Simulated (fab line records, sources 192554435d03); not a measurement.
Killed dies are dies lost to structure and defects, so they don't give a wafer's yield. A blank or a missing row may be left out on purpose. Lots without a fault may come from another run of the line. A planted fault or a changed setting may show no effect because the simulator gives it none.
fab line records | flow n5_finfet
record lots=11 wafers=33 last_day=19
route steps=1938 shown BEOL_M5@1136 PASSIVATION@1936
lots that met no fault: from a run of the same line without faults
start_h: hours from the record's first day to the start of the lot's first wafer shown | wait_h: hours since the lot's step before | " the same as in the row above | L1.1+2: a row that stands for several wafers | - no value, or no start given | * or withheld: withheld | < > ~ a bound
route shown NAME@n: a module of which the file shows steps, and the number in the route of the first | usual: mean/standard deviation of fault-free wafers | same: alike in all rows | chamber/n: place in a boat | sites: the reading at each site | _std_site: their standard deviation | _edge_site: outer sites' mean less inner sites' | radius_mm: how far each site lies from the wafer's centre | mask NAME#n: copy n | behind: the tool/chamber that last shaped the wafer | hold: why the lot was held/for how many hours/how that ended | device: the transistor (n, p or np) that didn't switch | end of line: the same wafers' tests at the end of the route | a step without rows: its recipe alone | killed: dies lost to structure and defects at the first sort, not the wafer's yield | map: a wafer's dies, x killed, . not, _ none there
set.NAME: the setting as run; set.NAME@STEP: as run at that earlier step | model.NAME: the simulator's own value behind a step, which no gauge read
steps of the route over a sample of lots; a table a step, a row a wafer
services: from which hour (start_h, from the record's first day; less than 0 if before it) a tool's chamber was out of use, for how many hours, and why
## steps
# step N5_BEOL_M5_HM_OPEN_17
# recipe chemistry=Cl2/BCl3 target_depth_a=200 overetch_a=60 target=TiN mask_material=SOC ion_energy_ev=150 pressure_mtorr=10 icp_w=1000 bias_w=126 Cl2_flow_sccm=53.25 bcl3_flow_sccm=21.75 Ar_flow_sccm=25
# usual drypump_motor_current_A=5.6/0.41 oes_product_au=0.67/0.12 throttle_valve_pct=22.31/0.17
# columns lot.wafer tool chamber start_h wait_h drypump_motor_current_A oes_product_au rf_hours_counter_h throttle_valve_pct
L183.2 rie_metal-01 1 176.79 0.0 5.1 0.76 12 22.45
L183.4 " 0 " " 6.0 0.77 - 22.50
L183.5 " 1 " " 5.1 0.75 - 22.43
L185.1 rie_metal-03 1 185.96 0.0 5.3 0.53 116 22.11
L185.2 " 0 " " 6.1 0.56 111 22.40
L185.4 " 0 " " 6.1 0.55 - 22.43
L188.2 rie_metal-01 0 202.82 0.0 6.1 0.77 8 22.45
L188.3 " 0 " " 6.1 0.77 - 22.44
L188.4 " 1 " " 5.1 0.76 - 22.43
L192.1 rie_metal-01 0 231.56 0.0 6.0 0.77 11 22.44
L192.3 " 1 " " 5.1 0.74 - 22.42
L192.5 " 0 " " 6.1 0.77 - 22.45
L194.1 rie_metal-03 1 241.36 0.0 5.3 0.52 121 22.12
L194.2 " 0 " " 6.1 0.55 116 22.42
L194.3 " 0 " " 6.1 0.56 - 22.42
L198.1 rie_metal-03 0 258.48 0.0 6.1 0.55 117 22.46
L198.5 " 1 " " 5.3 0.51 - 22.13
L198.6 " 0 " " 6.1 0.55 - 22.45
L202.4 rie_metal-03 1 308.77 0.1 5.3 0.81 - 21.98
L202.5 " 1 " " 5.3 0.80 - 21.98
L202.6 " 1 " " 5.3 0.81 - 21.96
L184.2 rie_metal-01 0 311.33 0.0 6.1 0.73 18 22.48
L184.3 " 1 " " 5.1 0.72 - 22.46
L184.5 " 1 " " 5.1 0.72 - 22.45
L203.1 rie_metal-02 0 311.73 0.0 5.4 0.54 110 22.22
L203.3 " 0 " " 5.4 0.54 - 22.22
L203.6 " 1 " " 5.7 0.74 - 22.35
L205.1 rie_metal-03 1 332.49 0.0 5.3 0.80 4 21.99
L205.3 " 1 " " 5.3 0.80 - 21.97
L205.6 " 1 " " 5.3 0.81 - 21.97
L204.1 rie_metal-03 0 346.41 0.0 6.1 0.82 2 22.28
L204.3 " 1 " " 5.3 0.78 - 22.00
L204.4 " 0 " " 6.1 0.80 - 22.30
# step N5_BEOL_M5_COAT_74
# recipe resist=underlayer temp_c=205 time_s=60 spin_rpm=1500 resist_thk_nm=5
# usual heater_power_total_W=391.8/1.4 plate_temp_C=205.02/0.16
# columns lot.wafer tool chamber start_h wait_h heater_power_total_W plate_temp_C
L183.2 litho_track-05 0 178.29 - 393.4 204.89
L183.4 " 0 " " 391.7 205.03
L183.5 " 0 " " 393.5 204.93
L185.1 litho_track-01 0 186.72 - 393.9 205.10
L185.2 " 0 " " 393.6 204.97
L185.4 " 0 " " 393.0 204.91
L188.2 litho_track-03 0 203.56 - 390.5 205.08
L188.3 " 0 " " 390.1 205.20
L188.4 " 0 " " 393.0 205.17
L192.1 litho_track-01 0 231.95 - 405.1 211.83
L192.3 " 0 " " 409.7 211.73
L192.5 " 0 " " 407.2 211.63
L194.1 litho_track-05 0 243.18 - 389.8 205.10
L194.2 " 0 " " 393.9 205.17
L194.3 " 0 " " 390.4 205.21
L198.1 litho_track-01 0 263.15 - 409.3 211.27
L198.5 " 0 " " 404.8 211.57
L198.6 " 0 " " 407.0 211.45
L202.4 litho_track-03 0 309.97 - 391.5 205.07
L202.5 " 0 " " 392.3 204.99
L202.6 " 0 " " 390.2 205.01
L184.2 litho_track-05 0 312.81 - 392.0 204.89
L184.3 " 0 " " 392.7 204.69
L184.5 " 0 " " 393.3 204.93
L203.1 litho_track-05 0 315.08 - 392.8 205.19
L203.3 " 0 " " 391.7 205.19
L203.6 " 0 " " 391.2 205.08
L205.1 litho_track-01 0 333.38 - 393.6 205.20
L205.3 " 0 " " 392.1 205.09
L205.6 " 0 " " 393.3 205.13
L204.1 litho_track-03 0 348.11 - 392.9 204.98
L204.3 " 0 " " 391.2 204.81
L204.4 " 0 " " 390.1 204.78
# step N5_BEOL_M5_CD_MEAS_28
# recipe target_cd_nm=30.6 landing_energy_ev=500 detector=se_inlens target_cd_y_nm=20 polarity=opening
# usual cd_nm=30.60/0.25
# columns lot.wafer tool chamber start_h wait_h cd_nm
L183.2 cd_sem-03 0 178.57 - 30.84
L183.4 " 0 " " 30.62
L183.5 " 0 " " 30.54
L185.1 cd_sem-02 0 187.00 - 30.13
L185.2 " 0 " " 30.18
L185.4 " 0 " " 30.01
L188.2 cd_sem-03 0 203.84 - 30.52
L188.3 " 0 " " 30.61
L188.4 " 0 " " 30.56
L192.1 cd_sem-03 0 232.22 - 30.55
L192.3 " 0 " " 30.34
L192.5 " 0 " " 30.54
L194.1 cd_sem-01 0 243.57 - 31.14
L194.2 " 0 " " 30.71
L194.3 " 0 " " 30.77
L198.1 cd_sem-02 0 263.42 - 30.78
L198.5 " 0 " " 30.58
L198.6 " 0 " " 30.24
L202.4 cd_sem-02 0 310.37 - 30.63
L202.5 " 0 " " 30.47
L202.6 " 0 " " 30.23
L184.2 cd_sem-03 0 313.08 - 30.46
L184.3 " 0 " " 30.66
L184.5 " 0 " " 30.44
L203.1 cd_sem-02 0 315.35 - 30.21
L203.3 " 0 " " 31.02
L203.6 " 0 " " 30.60
L205.1 cd_sem-03 0 333.65 - 30.26
L205.3 " 0 " " 30.38
L205.6 " 0 " " 30.46
L204.1 cd_sem-01 0 348.41 - 30.41
L204.3 " 0 " " 30.67
L204.4 " 0 " " 31.14
# step N5_BEOL_M5_INSPECT_30
# recipe mode=adi inspect_instrument=brightfield
# usual raw_defect_count=408/73
# columns lot.wafer tool chamber start_h wait_h raw_defect_count
L183.2 defect_inspect-01 - 178.65 0.0 344
L183.4 " - " " 376
L183.5 " - " " 355
L185.1 defect_inspect-02 - 187.09 0.1 492
L185.2 " - " " 411
L185.4 " - " " 515
L188.2 defect_inspect-01 - 203.92 0.0 389
L188.3 " - " " 337
L188.4 " - " " 381
L192.1 defect_inspect-01 - 232.31 0.1 413
L192.3 " - " " 356
L192.5 " - " " 413
L194.1 defect_inspect-02 - 243.66 0.1 470
L194.2 " - " " 363
L194.3 " - " " 329
L198.1 defect_inspect-02 - 263.51 0.1 381
L198.5 " - " " 427
L198.6 " - " " 385
L202.4 defect_inspect-02 - 310.49 0.0 412
L202.5 " - " " 400
L202.6 " - " " 479
L184.2 defect_inspect-01 - 313.17 0.0 572
L184.3 " - " " 478
L184.5 " - " " 459
L203.1 defect_inspect-01 - 315.47 0.1 351
L203.3 " - " " 345
L203.6 " - " " 308
L205.1 defect_inspect-01 - 333.74 0.1 459
L205.3 " - " " 372
L205.6 " - " " 386
L204.1 defect_inspect-01 - 348.50 0.1 431
L204.3 " - " " 404
L204.4 " - " " 339
# step N5_PASSIVATION_PROBE_49
# usual defect_limited_yield=91.0/1.3 killed_at_M0_to_M3=33/10 killed_at_M4_up=14/5.6 killed_at_contacts=12/5.8 killed_at_front_end=43/11 killed_at_other=4.1/2.8 killed_dies=106/15 killed_on_rim=14/3.9 killed_open=70/12 killed_short=34/7.5 sort_bin_5_function=5.3/0.88 sort_bin_6_memory=3.3/0.64 sort_n_pass=1074/15 sort_yield_pct=91.0/1.3
# same gross_dies=1180 killed_at_back_side=0 sort_bin_4_leakage[%]=0 sort_bin_8_speed[%]=0
# columns lot.wafer tool chamber start_h wait_h defect_limited_yield[%] killed_at_M0_to_M3 killed_at_M4_up killed_at_contacts killed_at_front_end killed_at_other killed_dies killed_on_rim killed_open killed_short sort_bin_5_function[%] sort_bin_6_memory[%] sort_n_pass sort_yield_pct[%]
L185.1 prober-01 - 292.20 0.0 92.4 30 17 9 30 4 90 16 67 23 4.5 3.0 1090 92.4
L185.2 prober-01 - 292.25 0.1 91.4 36 10 7 43 5 101 14 68 27 5.7 2.5 1079 91.4
L185.4 prober-01 - 292.35 0.2 88.8 55 13 17 44 3 132 21 77 52 6.1 4.8 1048 88.8
L194.1 prober-01 - 340.72 0.0 89.9 48 18 11 37 5 119 16 87 32 6.2 3.6 1061 89.9
L194.2 prober-01 - 340.77 0.1 91.4 27 19 1 49 6 102 14 65 37 4.5 3.7 1078 91.4
L194.3 prober-01 - 340.82 0.1 91.6 34 15 7 36 7 99 13 60 38 4.3 3.6 1081 91.6
L192.1 prober-02 - 341.31 0.0 89.2 48 12 12 51 4 127 17 88 38 6.7 3.6 1053 89.2
L192.3 prober-02 - 341.41 0.1 90.3 35 5 9 65 0 114 20 77 32 5.6 3.8 1066 90.3
L192.5 prober-02 - 341.51 0.2 91.0 23 9 11 54 9 106 13 68 38 5.8 2.9 1074 91.0
L198.1 prober-01 - 367.95 0.0 94.2 26 6 12 22 2 68 10 39 27 3.7 1.8 1112 94.2
L198.5 prober-01 - 368.15 0.2 91.9 28 11 9 38 9 95 13 57 37 4.2 3.3 1085 91.9
L198.6 prober-01 - 368.20 0.3 91.2 33 16 16 32 7 104 11 77 27 4.9 3.6 1076 91.2
L203.1 prober-02 - 416.18 0.0 91.2 22 26 12 35 9 104 13 70 33 4.9 3.6 1076 91.2
L203.3 prober-02 - 416.28 0.1 89.5 21 26 20 49 8 124 20 82 42 6.6 3.6 1056 89.5
L203.6 prober-02 - 416.43 0.3 93.5 31 8 8 25 5 77 8 45 31 3.6 2.5 1103 93.5
# killed by level:class
L185.1 BEOL_M3:geometric_particle:open=11 BEOL_M4:geometric_particle:open=10 BEOL_M2:geometric_particle:open=8 MOL_CONTACT_COAG:geometric_particle:open=8 DUMMY_GATE:geometric_particle:open=6 STI_FIN_REVEAL:geometric_particle:open=5 ILD0:geometric_particle:short=4 BEOL_M4:geometric_particle:short=4
L185.2 BEOL_M2:geometric_particle:open=10 BEOL_M3:geometric_particle:open=10 FIN_SAQP:geometric_particle:open=8 STI_FIN_REVEAL:geometric_particle:open=8 DUMMY_GATE:geometric_particle:open=5 BEOL_M4:geometric_particle:open=5 GATE_CUT:geometric_particle:short=4 MOL_CONTACT_COAG:geometric_particle:open=4
L185.4 FIN_SAQP:geometric_particle:short=12 BEOL_M0_SAQP:geometric_particle:short=11 MOL_CONTACT_COAG:geometric_particle:open=11 BEOL_M0_SAQP:geometric_particle:open=11 FIN_SAQP:geometric_particle:open=10 BEOL_M1:geometric_particle:open=7 BEOL_M3:geometric_particle:open=7 BEOL_M2:geometric_particle:open=6
L194.1 BEOL_M0_SAQP:geometric_particle:open=14 FIN_SAQP:geometric_particle:open=11 MOL_CONTACT_COAG:geometric_particle:open=10 BEOL_M3:geometric_particle:open=9 BEOL_M1:geometric_particle:open=7 STI_FIN_REVEAL:geometric_particle:open=6 BEOL_M0_SAQP:geometric_particle:short=6 BEOL_M4:geometric_particle:open=6
L194.2 BEOL_M0_SAQP:geometric_particle:short=13 STI_FIN_REVEAL:geometric_particle:open=12 FIN_SAQP:geometric_particle:short=11 FIN_SAQP:geometric_particle:open=8 BEOL_M4:geometric_particle:open=8 DUMMY_GATE:geometric_particle:open=7 BEOL_M0_SAQP:geometric_particle:open=5 BEOL_M2:geometric_particle:open=4
L194.3 BEOL_M0_SAQP:geometric_particle:open=14 BEOL_M0_SAQP:geometric_particle:short=13 FIN_SAQP:geometric_particle:short=8 BEOL_M4:geometric_particle:open=7 STI_FIN_REVEAL:geometric_particle:open=6 MOL_CONTACT_COAG:geometric_particle:open=6 FIN_SAQP:geometric_particle:open=4 DUMMY_GATE:geometric_particle:open=4
L192.1 BEOL_M2:geometric_particle:open=17 STI_FIN_REVEAL:geometric_particle:open=10 FIN_SAQP:geometric_particle:short=9 DUMMY_GATE:geometric_particle:open=9 MOL_CONTACT_COAG:geometric_particle:open=9 BEOL_M2:geometric_particle:short=7 BEOL_M4:geometric_particle:open=7 FIN_SAQP:geometric_particle:open=6
L192.3 FIN_SAQP:geometric_particle:open=13 STI_FIN_REVEAL:geometric_particle:open=13 BEOL_M3:geometric_particle:open=12 FIN_SAQP:geometric_particle:short=10 MOL_CONTACT_COAG:geometric_particle:open=7 DUMMY_GATE:geometric_particle:open=6 BEOL_M0_SAQP:geometric_particle:open=6 BEOL_M0_SAQP:geometric_particle:short=6
L192.5 FIN_SAQP:geometric_particle:short=14 FIN_SAQP:geometric_particle:open=11 MOL_CONTACT_COAG:geometric_particle:open=9 DUMMY_GATE:geometric_particle:open=8 BEOL_M3:geometric_particle:open=7 PASS1_CAP:geometric_particle:open=6 STI_FIN_REVEAL:geometric_particle:open=6 STARTING-WAFER:geometric_particle:short=4
L198.1 BEOL_M1:geometric_particle:open=10 MOL_CONTACT_COAG:geometric_particle:open=9 FIN_SAQP:geometric_particle:short=8 BEOL_M0_SAQP:geometric_particle:short=4 BEOL_M2:geometric_particle:open=4 FIN_SAQP:geometric_particle:open=3 MOL_CONTACT_COAG:geometric_particle:short=3 BEOL_M0_SAQP:geometric_particle:open=3
L198.5 FIN_SAQP:geometric_particle:open=10 MOL_CONTACT_COAG:geometric_particle:open=8 BEOL_M3:geometric_particle:open=7 GATE_CUT:geometric_particle:short=6 BEOL_M2:geometric_particle:open=6 FIN_SAQP:geometric_particle:short=5 BEOL_M2:geometric_particle:short=5 BEOL_M0_SAQP:geometric_particle:short=5
L198.6 MOL_CONTACT_COAG:geometric_particle:open=14 BEOL_M3:geometric_particle:open=13 DUMMY_GATE:geometric_particle:open=10 BEOL_M1:geometric_particle:open=6 STI_FIN_REVEAL:geometric_particle:open=5 BEOL_M5:geometric_particle:open=5 BEOL_M0_SAQP:geometric_particle:short=4 BEOL_M2:geometric_particle:open=4
L203.1 BEOL_M4:geometric_particle:open=12 MOL_CONTACT_COAG:geometric_particle:open=10 BEOL_M0_SAQP:geometric_particle:open=7 BEOL_M2:geometric_particle:open=7 FIN_SAQP:geometric_particle:short=6 FIN_SAQP:geometric_particle:open=6 STI_FIN_REVEAL:geometric_particle:open=5 BEOL_M4:geometric_particle:short=5
L203.3 MOL_CONTACT_COAG:geometric_particle:open=18 FIN_SAQP:geometric_particle:open=11 STI_FIN_REVEAL:geometric_particle:open=11 FIN_SAQP:geometric_particle:short=8 BEOL_M4:geometric_particle:open=8 BEOL_M2:geometric_particle:open=7 GATE_CUT:geometric_particle:short=6 DUMMY_GATE:geometric_particle:open=5
L203.6 BEOL_M0_SAQP:geometric_particle:open=11 BEOL_M0_SAQP:geometric_particle:short=9 MOL_CONTACT_COAG:geometric_particle:open=6 FIN_SAQP:geometric_particle:short=4 STI_FIN_REVEAL:geometric_particle:short=4 BEOL_M3:geometric_particle:open=4 STI_FIN_REVEAL:geometric_particle:open=3 DUMMY_GATE:geometric_particle:open=3
## services
# columns tool chamber start_h hours kind
litho_track-05 - 153.06 - consumable_replace:filter
rie_metal-03 1 166.29 4.0 repair
rie_metal-01 - 177.14 4.5 repair
rie_metal-01 - 197.18 2.8 pm
litho_track-05 - 212.44 - consumable_replace:filter
litho_track-01 - 224.95 - consumable_replace:filter
rie_metal-03 1 264.77 - clean
rie_metal-03 1 264.77 18.7 scheduled_down
rie_metal-03 1 264.77 18.7 vent_cycle
litho_track-05 - 270.09 - consumable_replace:filter
rie_metal-03 - 270.28 0.5 repair
rie_metal-03 0 288.88 - clean
rie_metal-03 0 288.88 26.8 scheduled_down
rie_metal-03 0 288.88 26.8 vent_cycle
rie_metal-01 - 314.71 0.2 repair
rie_metal-02 0 339.97 3.3 repair
rie_metal-02 0 343.38 - clean
rie_metal-02 0 343.38 20.1 scheduled_down
rie_metal-02 0 343.38 20.1 vent_cycle
## key
first_sign step=N5_BEOL_M5_COAT_74 reading=plate_temp_C direction=up sigmas=40 usual=* struck=*
effect step=N5_BEOL_M5_COAT_74 reading=heater_power_total_W direction=up sigmas=11 usual=* struck=*
met_at N5_BEOL_M5_COAT_74
struck_lots L192,L198
not_acting_at N5_BEOL_M5_HM_OPEN_17,N5_BEOL_M5_CD_MEAS_28,N5_BEOL_M5_INSPECT_30
onset_between 186.72 231.95
fault kind=process_parameter_drift tool=litho_track-01 chamber=- onset_h=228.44 steps=N5_BEOL_M5_COAT_74 channel=temp_c offset=* shape=step end_h=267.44 acts_in=* stated=*
